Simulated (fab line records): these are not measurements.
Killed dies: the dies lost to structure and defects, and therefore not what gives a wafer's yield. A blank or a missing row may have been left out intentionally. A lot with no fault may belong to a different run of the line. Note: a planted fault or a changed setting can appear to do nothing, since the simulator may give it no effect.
Check of tool commonality -- flow n5Finfet -- 28 wafers sampled across 10 lots

== WHAT PROMPTED THE OPENING ==
At N5_BEOL_M4_RC_MEAS_101 the reading RS_NWELL is flagged on 1 of 10 lots. No-fault wafers: 1036 ohm/sq, standard deviation 7.6.
Rule: a lot gets a flag if all its wafers with a number sit over 4 standard deviations from that mean, or if no wafer of it has a number. All remaining lots are regarded as sound.

lot,measured,on,"RS_NWELL (ohm/sq), wafer by wafer",flag
L899,day 8 10:38,prober-01,1020 1026 1029,
L900,day 9 04:32,prober-02,1020 1030 1043,
L901,day 9 11:28,prober-01,1029 1032 1042,
L902,day 9 15:00,prober-01,1043 1050 1044,
L903,day 9 17:33,prober-02,1042 1034 1040,
L905,day 9 21:05,prober-01,1041 1044 1043,
L907,day 11 02:48,prober-01,1696 1708 1711,FLAGGED
L913,day 12 04:52,prober-02,1039 1032,
L915,day 12 22:58,prober-02,1042 1045 1039,
L922,day 15 04:48,prober-01,1047 1042,
Average over the flagged lots: 1705 ohm/sq; offset from the usual +669 ohm/sq, equal to +88 standard deviations.

== EACH LOT AND THE TOOL IT RAN ON ==
The record holds 3 process steps before the reading, out of a route of 1938 steps. Each cell gives the tool, then ch followed by the chambers the sampled wafers passed through, then the start.
lot,flag,N5_ZERO_LAYER_ETCH_17,N5_ZERO_LAYER_STRIP_24,N5_WELL_APT_IMPLANT_14
L899,,"rieDiel-04 ch 1,2, day 1 12:45","plasmaAsher-02 ch 0,1, day 1 12:58","implanter-02 ch 0, day 1 13:49"
L900,,"rieDiel-01 ch 0,2,3, day 1 18:50","plasmaAsher-02 ch 0,1, day 1 19:01","implanter-01 ch 0, day 1 20:02"
L901,,"rieDiel-03 ch 0,1, day 2 00:50","plasmaAsher-01 ch 0,1, day 2 01:02","implanter-02 ch 0, day 2 02:40"
L902,,"rieDiel-03 ch 0,2, day 2 06:43","plasmaAsher-01 ch 0,1, day 2 06:53","implanter-01 ch 0, day 2 07:45"
L903,,"rieDiel-04 ch 0,3, day 2 12:52","plasmaAsher-02 ch 0,1, day 2 13:04","implanter-02 ch 0, day 2 13:59"
L905,,"rieDiel-01 ch 0,1,3, day 3 00:50","plasmaAsher-01 ch 0,1, day 3 01:02","implanter-02 ch 0, day 3 02:03"
L907,FLAGGED,"rieDiel-03 ch 1,3, day 3 12:52","plasmaAsher-02 ch 0,1, day 3 13:02","implanter-01 ch 0, day 3 13:56"
L913,,"rieDiel-03 ch 1, day 5 00:44","plasmaAsher-02 ch 0,1, day 5 00:56","implanter-02 ch 0, day 5 01:56"
L915,,"rieDiel-03 ch 1,2,3, day 5 12:50","plasmaAsher-01 ch 0,1, day 5 13:02","implanter-02 ch 0, day 5 14:00"
L922,,"rieDiel-03 ch 1,2, day 7 06:50","plasmaAsher-01 ch 1, day 7 07:02","implanter-02 ch 0, day 7 08:05"
What these steps do:
- N5_ZERO_LAYER_ETCH_17: etches SiO2 in CF4, target depth 12 nm, time 13.3 s.
- N5_ZERO_LAYER_STRIP_24: strips in O2.
- N5_WELL_APT_IMPLANT_14
- N5_BEOL_M4_RC_MEAS_101

== FLAGGED OVER TOTAL, TOOL BY TOOL (the gauges that took the reading come last) ==
step,tool,lots run,flagged,share of the flagged lots,sound lots run after its first flagged lot
N5_ZERO_LAYER_ETCH_17,rieDiel-01,2,0,none,-
N5_ZERO_LAYER_ETCH_17,rieDiel-03,6,1,all,"3 (L913,L915,L922)"
N5_ZERO_LAYER_ETCH_17,rieDiel-04,2,0,none,-
N5_ZERO_LAYER_STRIP_24,plasmaAsher-01,5,0,none,-
N5_ZERO_LAYER_STRIP_24,plasmaAsher-02,5,1,all,1 (L913)
N5_WELL_APT_IMPLANT_14,implanter-01,3,1,all,0
N5_WELL_APT_IMPLANT_14,implanter-02,7,0,none,-
N5_BEOL_M4_RC_MEAS_101,prober-01,6,1,all,1 (L922)
N5_BEOL_M4_RC_MEAS_101,prober-02,4,0,none,-

== THE TABLE: WHAT IT ALLOWS ==
4 rows of the table ran every flagged lot: rieDiel-03 at N5_ZERO_LAYER_ETCH_17, plasmaAsher-02 at N5_ZERO_LAYER_STRIP_24, implanter-01 at N5_WELL_APT_IMPLANT_14, prober-01 at N5_BEOL_M4_RC_MEAS_101.
- rieDiel-03 at N5_ZERO_LAYER_ETCH_17 ran 6 lots, 1 of them flagged. Sound lots followed the first flagged one (L913, L915, L922) on it, something a lasting fault affecting the whole tool could not allow.
- plasmaAsher-02 at N5_ZERO_LAYER_STRIP_24 ran 5 lots, 1 of them flagged. Sound lots followed the first flagged one (L913) on it, something a lasting fault affecting the whole tool could not allow.
- implanter-01 at N5_WELL_APT_IMPLANT_14 ran 3 lots, 1 of them flagged. It ran its last sound lot, L902, at day 2 07:45 and its first flagged lot, L907, at day 3 13:56: a fault with its onset between the two fits. Its own readings lie more than 4 standard deviations out on every wafer of the flagged lots: doseIonsCm2, faradayCurrentUA.
- prober-01 at N5_BEOL_M4_RC_MEAS_101 ran 6 lots, 1 of them flagged. Sound lots followed the first flagged one (L922) on it, something a lasting fault affecting the whole tool could not allow.
implanter-01 at N5_WELL_APT_IMPLANT_14 is the single tool remaining.

== WHAT WAS PUT IN BY THE SIMULATOR ==
Process parameters drifting: implanter-01 at N5_WELL_APT_IMPLANT_14, beginning at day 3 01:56. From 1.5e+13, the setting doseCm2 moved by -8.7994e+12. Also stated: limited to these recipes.
Struck lots among those shown: L907. The rule given above showed the same thing.
